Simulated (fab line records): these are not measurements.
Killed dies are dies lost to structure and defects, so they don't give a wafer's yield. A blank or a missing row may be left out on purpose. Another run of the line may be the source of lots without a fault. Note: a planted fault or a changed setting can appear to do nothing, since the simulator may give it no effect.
fab line records	flow nandHarc
[record] lots = 12	wafers = 36	lastDay = 25
route steps=1159 shown P_ZERO_WELL@31
lots that met no fault: from a run of the same line without faults
startH: the number of hours between the record's first day and the start of the first shown wafer of the lot	waitH: hours since the lot's step before	" unchanged from the row above	L1.1+2: several wafers, shown together as one row	- no value, or no start was given	* or withheld: withheld	< > ~ a bound
route shown NAME@n: names a module that has steps shown in the file, with the first one's number in the route	usual: the fault-free wafers' mean and standard deviation	same: alike in all rows	chamber/n: place in a boat	sites: per-site readings	_std_site: the standard deviation of these	_edge_site: inner sites' mean taken away from outer sites' mean	radiusMm: for every site, how far away it sits from the centre of the wafer	mask NAME#n: copy n	behind: the tool/chamber that last shaped the wafer	hold: cause of the lot's hold/its duration in hours/its outcome	device: the transistor (n, p or np) that didn't switch	end of line: the tests these same wafers got at the end of their route	a step without rows: its recipe alone	killed: the dies lost at the first sort to structure and to defects; this is not the yield of the wafer	map: the dies of a wafer, with x for killed, . for not killed, _ for no die there
set.NAME: setting as actually run; set.NAME@STEP: the setting as run at that earlier step	model.NAME: the simulator's own value behind a step, which no gauge read
steps of the route over a sample of lots; a table a step, a row a wafer
services: the hour from which a tool's chamber was out of use, counted from the record's first day as startH (under 0 if before that day), plus the number of hours and why
[[steps]]
[step NHARC_P_ZERO_WELL_DESCUM_26]
[recipe] timeS = 3	o2FlowSccm = 200	arFlowSccm = 0	biasPowerW = 0	chemistry = O2
[usual] drypumpMotorCurrentA = 5.9/0.44	o2FlowSccm = 199.9/0.66	oesProductAu = 1.002/0.013	rfVppV = 57.9/0.87	showerheadPlenumPTorr = 1.94/0.05	throttleValvePct = 11.311/0.01
lot.wafer	tool	chamber	startH	waitH	drypumpMotorCurrentA	o2FlowSccm	oesProductAu	rfHoursCounterH	rfVppV	showerheadPlenumPTorr	throttleValvePct
L264.1	rieDiel-04	2	14.78	-	6.4	200.2	0.992	3	59.9	1.89	11.320
L264.5	"	0	"	"	6.0	198.8	0.993	-	57.2	1.93	11.305
L264.6	"	1	"	"	6.0	199.9	1.000	-	57.0	1.89	11.305
L267.1	rieDiel-04	0	32.70	-	6.0	200.1	0.995	3	58.0	1.93	11.325
L267.2	"	2	"	"	6.3	201.1	1.011	5	57.8	1.89	11.290
L267.6	"	0	"	"	6.0	199.2	1.002	-	58.7	1.93	11.323
L271.4	rieDiel-09	3	56.65	-	6.1	200.4	1.000	11	57.5	1.91	11.315
L271.3	"	0	"	"	5.3	199.4	0.970	12	58.5	2.04	11.312
L271.6	"	1	"	"	6.3	199.9	0.987	-	57.6	1.91	11.321
L272.1	rieDiel-09	2	62.62	-	5.1	200.1	1.001	13	58.1	1.94	11.318
L272.2	"	3	"	"	6.0	199.4	0.997	11	57.0	1.91	11.315
L272.5	"	2	"	"	5.1	199.6	1.015	-	58.2	1.95	11.312
L273.1	rieDiel-04	3	68.62	-	6.4	200.0	0.981	7	57.0	1.93	11.294
L273.2	"	2	"	"	6.4	200.4	0.998	6	57.0	1.89	11.320
L273.5	"	3	"	"	6.4	199.4	0.975	-	56.9	1.93	11.316
L274.1	rieDiel-10	0	74.63	-	5.7	198.5	1.000	4	58.9	1.97	11.310
L274.6	"	0	"	"	5.7	200.2	1.001	-	59.0	1.97	11.313
L274.5	"	1	"	"	5.6	200.9	1.009	-	57.3	1.98	11.311
L278.1	rieDiel-10	2	98.74	-	6.0	199.3	0.995	8	57.6	1.92	11.311
L278.2	"	3	"	"	6.6	200.7	1.009	8	59.3	2.05	11.307
L278.4	"	0	"	"	5.7	199.7	1.008	7	57.6	1.97	11.317
L283.1	rieDiel-04	0	128.63	-	6.0	200.6	1.032	1	59.5	1.93	11.317
L283.3	"	1	"	"	6.0	200.4	1.005	1	59.5	1.89	11.308
L283.4	"	2	"	"	6.4	199.7	1.005	-	57.1	1.89	11.316
L284.1	rieDiel-04	2	134.90	-	6.4	199.6	1.014	1	57.3	1.89	11.304
L284.3	"	1	"	"	6.0	200.2	1.010	1	57.8	1.89	11.294
L284.6	"	2	"	"	6.3	199.9	1.024	-	58.0	1.89	11.308
L285.3	rieDiel-04	1	140.69	-	6.0	200.3	1.000	2	56.6	1.89	11.308
L285.6	"	0	"	"	6.0	199.4	1.010	-	56.6	1.93	11.307
L285.5	"	1	"	"	6.0	200.8	0.999	-	56.6	1.89	11.302
L286.3	rieDiel-10	2	147.06	-	6.1	197.8	0.997	10	57.8	1.92	11.316
L286.1	"	0	"	"	5.7	199.8	1.014	10	57.7	1.96	11.302
L286.2	"	1	"	"	5.6	199.3	1.025	11	58.9	1.98	11.323
L287.4	rieDiel-09	0	152.63	-	5.3	200.1	0.993	6	57.2	2.04	11.306
L287.3	"	1	"	"	6.3	200.5	1.001	6	55.7	1.90	11.293
L287.1	"	2	"	"	5.1	200.2	1.019	5	58.3	1.94	11.317
[step NHARC_P_ZERO_WELL_EXPOSE_34]
[recipe] na = 0.6	targetCdNm = 720	doseMj = 22.31	maskId = P_PWELL
lot.wafer	tool	chamber	startH	waitH	mask
L264.1+5+6	krfScanner-01	0	15.95	-	P_PWELL#0
L267.1+2+6	krfScanner-02	0	33.88	-	P_PWELL#0
L271.3+4+6	krfScanner-01	0	57.83	-	P_PWELL#0
L272.1+2+5	krfScanner-02	0	63.96	-	P_PWELL#0
L273.1+2+5	krfScanner-02	0	69.81	-	P_PWELL_R1#0
L274.1+5+6	krfScanner-01	0	75.96	-	P_PWELL#0
L278.1+2+4	krfScanner-02	0	100.06	-	P_PWELL#0
L283.1+3+4	krfScanner-02	0	129.96	-	P_PWELL#0
L284.1+3+6	krfScanner-02	0	136.12	-	P_PWELL#0
L285.3+5+6	krfScanner-02	0	141.90	-	P_PWELL#0
L286.1+2+3	krfScanner-02	0	148.28	-	P_PWELL#0
L287.1+3+4	krfScanner-01	0	153.95	-	P_PWELL#0
[step NHARC_P_ZERO_WELL_CD_MEAS_37]
[recipe] targetCdNm = 720	landingEnergyEv = 500
[usual] cdNm = 719.4/2.2
lot.wafer	tool	chamber	startH	waitH	cdNm
L264.1	cdSem-03	0	16.10	-	722.5
L264.5	"	0	"	"	721.6
L264.6	"	0	"	"	718.0
L267.1	cdSem-01	0	34.04	-	718.3
L267.2	"	0	"	"	715.6
L267.6	"	0	"	"	722.0
L271.3	cdSem-03	0	57.98	-	719.2
L271.4	"	0	"	"	715.8
L271.6	"	0	"	"	721.7
L272.1	cdSem-02	0	64.13	-	722.8
L272.2	"	0	"	"	719.4
L272.5	"	0	"	"	716.8
L273.1	cdSem-03	0	69.97	-	739.7
L273.2	"	0	"	"	743.0
L273.5	"	0	"	"	744.3
L274.1	cdSem-02	0	76.12	-	719.9
L274.5	"	0	"	"	720.0
L274.6	"	0	"	"	720.0
L278.1	cdSem-03	0	100.22	-	718.7
L278.2	"	0	"	"	718.7
L278.4	"	0	"	"	722.0
L283.1	cdSem-03	0	130.12	-	721.1
L283.3	"	0	"	"	717.6
L283.4	"	0	"	"	719.0
L284.1	cdSem-03	0	136.28	-	718.5
L284.3	"	0	"	"	718.9
L284.6	"	0	"	"	719.5
L285.3	cdSem-01	0	142.06	-	717.8
L285.5	"	0	"	"	719.0
L285.6	"	0	"	"	718.6
L286.1	cdSem-03	0	148.44	-	718.9
L286.2	"	0	"	"	719.3
L286.3	"	0	"	"	714.6
L287.1	cdSem-01	0	154.11	-	717.7
L287.3	"	0	"	"	720.9
L287.4	"	0	"	"	720.9
[step NHARC_P_ZERO_WELL_CD_MEAS_52]
[recipe] targetCdNm = 2000	landingEnergyEv = 500
[usual] cdNm = 1999.3/2.7
lot.wafer	tool	chamber	startH	waitH	cdNm
L264.1	cdSem-03	0	17.63	-	2002.5
L264.5	"	0	"	"	1999.1
L264.6	"	0	"	"	1999.6
L267.1	cdSem-03	0	35.60	-	1999.0
L267.2	"	0	"	"	2000.1
L267.6	"	0	"	"	2003.6
L271.3	cdSem-01	0	59.61	-	2001.2
L271.4	"	0	"	"	2000.3
L271.6	"	0	"	"	1999.4
L272.1	cdSem-02	0	65.76	-	1994.0
L272.2	"	0	"	"	1995.3
L272.5	"	0	"	"	1996.3
L273.1	cdSem-01	0	71.63	-	1995.5
L273.2	"	0	"	"	1995.4
L273.5	"	0	"	"	1999.5
L274.1	cdSem-01	0	77.77	-	2000.8
L274.5	"	0	"	"	2003.6
L274.6	"	0	"	"	1997.0
L278.1	cdSem-01	0	101.86	-	1997.8
L278.2	"	0	"	"	1999.1
L278.4	"	0	"	"	1995.7
L283.1	cdSem-03	0	131.78	-	2002.1
L283.3	"	0	"	"	2002.9
L283.4	"	0	"	"	1998.2
L284.1	cdSem-03	0	137.79	-	1997.4
L284.3	"	0	"	"	1998.1
L284.6	"	0	"	"	2000.5
L285.3	cdSem-02	0	143.57	-	1999.2
L285.5	"	0	"	"	1997.9
L285.6	"	0	"	"	1995.1
L286.1	cdSem-01	0	150.09	-	2001.0
L286.2	"	0	"	"	2002.0
L286.3	"	0	"	"	2003.0
L287.1	cdSem-02	0	155.62	-	1999.1
L287.3	"	0	"	"	2002.8
L287.4	"	0	"	"	2002.5
[step NHARC_P_ZERO_WELL_DESCUM_54]
[recipe] timeS = 3	o2FlowSccm = 200	arFlowSccm = 0	biasPowerW = 0	chemistry = O2
[usual] drypumpMotorCurrentA = 6.0/0.44	o2FlowSccm = 200.1/0.6	oesProductAu = 1.004/0.013	rfVppV = 57.9/0.86	showerheadPlenumPTorr = 1.95/0.053	throttleValvePct = 11.311/0.0095
lot.wafer	tool	chamber	startH	waitH	drypumpMotorCurrentA	o2FlowSccm	oesProductAu	rfHoursCounterH	rfVppV	showerheadPlenumPTorr	throttleValvePct
L264.1	rieDiel-04	0	17.79	-	6.0	199.8	1.000	2	56.8	1.93	11.310
L264.6	"	0	"	"	6.0	199.9	0.991	-	58.8	1.94	11.299
L264.5	"	1	"	"	6.0	200.2	1.004	-	58.0	1.89	11.307
L267.2	rieDiel-10	1	35.79	-	5.6	200.5	1.009	2	57.7	1.99	11.318
L267.1	"	2	"	"	6.1	199.6	1.014	2	57.5	1.93	11.316
L267.6	"	0	"	"	5.7	200.2	1.010	-	58.5	1.97	11.309
L271.4	rieDiel-09	2	59.78	-	5.1	201.2	1.011	13	59.4	1.94	11.307
L271.3	"	0	"	"	5.3	199.1	0.968	12	58.7	2.05	11.290
L271.6	"	1	"	"	6.3	200.8	0.981	-	58.7	1.91	11.304
L272.1	rieDiel-04	2	65.94	-	6.3	199.7	0.997	6	58.3	1.89	11.311
L272.2	"	0	"	"	6.0	200.8	1.000	4	57.4	1.93	11.320
L272.5	"	1	"	"	6.0	199.6	0.997	-	58.4	1.89	11.310
L273.2	rieDiel-09	2	71.79	-	5.1	200.0	1.002	13	56.9	1.95	11.311
L273.1	"	1	"	"	6.3	200.5	0.993	13	58.3	1.91	11.293
L273.5	"	2	"	"	5.1	201.0	1.010	-	57.7	1.94	11.311
L274.1	rieDiel-10	0	77.94	-	5.7	200.8	0.994	4	57.6	1.97	11.320
L274.5	"	0	"	"	5.7	200.4	1.001	-	58.6	1.97	11.297
L274.6	"	1	"	"	5.6	199.9	1.006	-	56.6	1.98	11.280
L278.1	rieDiel-09	0	102.02	-	5.3	199.8	1.021	2	58.0	2.04	11.310
L278.2	"	1	"	"	6.3	200.2	0.993	3	58.1	1.91	11.324
L278.4	"	2	"	"	5.1	200.1	1.010	2	59.2	1.94	11.308
L283.3	rieDiel-10	0	131.94	-	5.7	200.9	1.020	9	58.0	1.97	11.301
L283.1	"	2	"	"	6.1	200.7	1.000	10	57.7	1.92	11.300
L283.4	"	3	"	"	6.6	200.5	1.008	9	57.4	2.05	11.317
L284.3	rieDiel-04	0	137.96	-	6.0	200.3	1.019	1	57.2	1.93	11.305
L284.1	"	2	"	"	6.4	200.8	1.005	1	57.8	1.89	11.292
L284.6	"	1	"	"	6.0	200.5	1.019	-	58.2	1.89	11.324
L285.3	rieDiel-10	1	143.76	-	5.6	201.0	1.013	11	55.8	1.98	11.309
L285.5	"	2	"	"	6.1	199.2	0.996	-	57.3	1.92	11.319
L285.6	"	3	"	"	6.6	200.4	1.018	-	58.0	2.05	11.303
L286.2	rieDiel-04	2	150.25	-	6.4	200.2	1.006	2	57.2	1.89	11.319
L286.3	"	3	"	"	6.4	200.1	0.983	1	58.3	1.93	11.314
L286.1	"	0	"	"	6.0	200.1	0.998	2	57.6	1.93	11.293
L287.4	rieDiel-10	2	155.78	-	6.1	199.9	0.979	12	57.9	1.92	11.315
L287.3	"	3	"	"	6.6	200.1	1.011	11	57.5	2.05	11.312
L287.1	"	0	"	"	5.7	199.6	1.005	11	57.8	1.97	11.315
[[services]]
tool	chamber	startH	hours	kind
rieDiel-04	0	-7.07	-	clean
rieDiel-04	1	-7.07	-	clean
rieDiel-04	2	-7.07	-	clean
rieDiel-04	3	-7.07	-	clean
krfScanner-01	-	-6.27	1.0	repair
rieDiel-10	-	-0.33	9.0	pm
rieDiel-04	0	17.43	-	clean
rieDiel-04	1	17.43	-	clean
rieDiel-04	2	17.43	-	clean
rieDiel-04	3	17.43	-	clean
krfScanner-02	-	38.00	4.0	pm
rieDiel-09	3	39.35	7.5	repair
rieDiel-04	0	41.93	-	clean
rieDiel-10	-	47.98	5.0	repair
rieDiel-09	-	77.11	9.0	pm
rieDiel-10	2	83.79	1.7	repair
krfScanner-01	-	84.00	4.0	pm
rieDiel-04	2	99.60	20.7	repair
rieDiel-04	3	103.17	32.4	repair
rieDiel-04	-	110.81	0.3	repair
rieDiel-04	-	112.14	9.0	pm
krfScanner-01	-	115.40	1.9	repair
krfScanner-02	-	142.97	2.0	repair
krfScanner-02	-	154.02	0.8	repair
[[key]]
[firstSign] step = NHARC_P_ZERO_WELL_EXPOSE_34	reading = mask	direction = changed
[effect] step = NHARC_P_ZERO_WELL_CD_MEAS_37	reading = cdNm	direction = up	sigmas = 11	usual = 719.4	struck = 742.3
metAt NHARC_P_ZERO_WELL_EXPOSE_34
struckLots L273
testerLeftOut L273
notActingAt NHARC_P_ZERO_WELL_DESCUM_26,NHARC_P_ZERO_WELL_CD_MEAS_52,NHARC_P_ZERO_WELL_DESCUM_54
onsetBetween 63.96 69.81
[fault] kind = wrongMask	tool = any	chamber = -	onsetH = 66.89	steps = NHARC_P_ZERO_WELL_EXPOSE_34	auxCopy = P_PWELL_R1#0	cdOffsetNm = 22.079	scope = struckLotsOnly
// testerLeftOut: of these lots the tester's yield and bins aren't shown, on N5 and GAA mostly nor the transistor test; their killed dies are dies lost to structure and defects alone, not to doping, threshold or leakage, so they don't give the yield
